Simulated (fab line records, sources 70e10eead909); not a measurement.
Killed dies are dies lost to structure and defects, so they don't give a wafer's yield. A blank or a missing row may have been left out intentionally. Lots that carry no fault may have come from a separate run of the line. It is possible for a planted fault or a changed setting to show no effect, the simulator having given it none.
Which tool did it? | flow nand harc | at 1 step of a route of 1159, 12 lots with 36 wafers sampled

== WHAT THE GAUGES READ, wafer by wafer ==
NHARC_A_CONTACT_OVL_MEAS_70.
lot  | measured     | on         | overlay x nm (nm)
L075 | day 18 07:02 | overlay-02 | -0.2 -0.3 0.3
L077 | day 18 18:02 | overlay-01 | -0.6 -0.7 -0.4
L078 | day 19 05:02 | overlay-02 | 0.3 0.6 1.0
L083 | day 20 22:07 | overlay-01 | -0.2 -0.8 -0.1
L088 | day 21 07:45 | overlay-02 | -0.8 -0.1 -0.2
L085 | day 21 16:39 | overlay-01 | 1.0 0.8 0.2
L086 | day 22 08:19 | overlay-01 | 1.3 0.9 1.0
L089 | day 22 11:54 | overlay-01 | 0.2 -0.6 -0.1
L090 | day 22 14:33 | overlay-02 | -0.8 -0.9 -0.3
L094 | day 23 17:10 | overlay-01 | -1.1 -1.4 -2.1
L097 | day 23 20:53 | overlay-01 | -0.4 -1.2 -0.9
L095 | day 24 07:55 | overlay-01 | -0.2 -0.5 -0.2

== EACH LOT AND THE TOOL THAT RAN IT (in order: tool; ch and the chambers of the sampled wafers; start) ==
The record shows no process step preceding these readings.

== THE ANSWER, worked out from the rows above alone ==
Rule: what is usual is taken from the lots themselves. Put in order of their means at a reading, lots are off if they are a third of the lots or fewer, leave a main group of 4 or more, and stand apart from it by a gap of 3 or more times the standard deviation of the main group's means; of several such gaps the widest counts. The tables above print the reading to a certain number of digits; a main group whose means all agree to those digits is not used. Also off: a lot with no number at a reading for which 4 or more lots have one. Any other lot the step has rows for is counted as sound.
Across all readings shown, no lot is off: no conclusion can be drawn from this.

== WHAT THE SIMULATOR PUT IN ==
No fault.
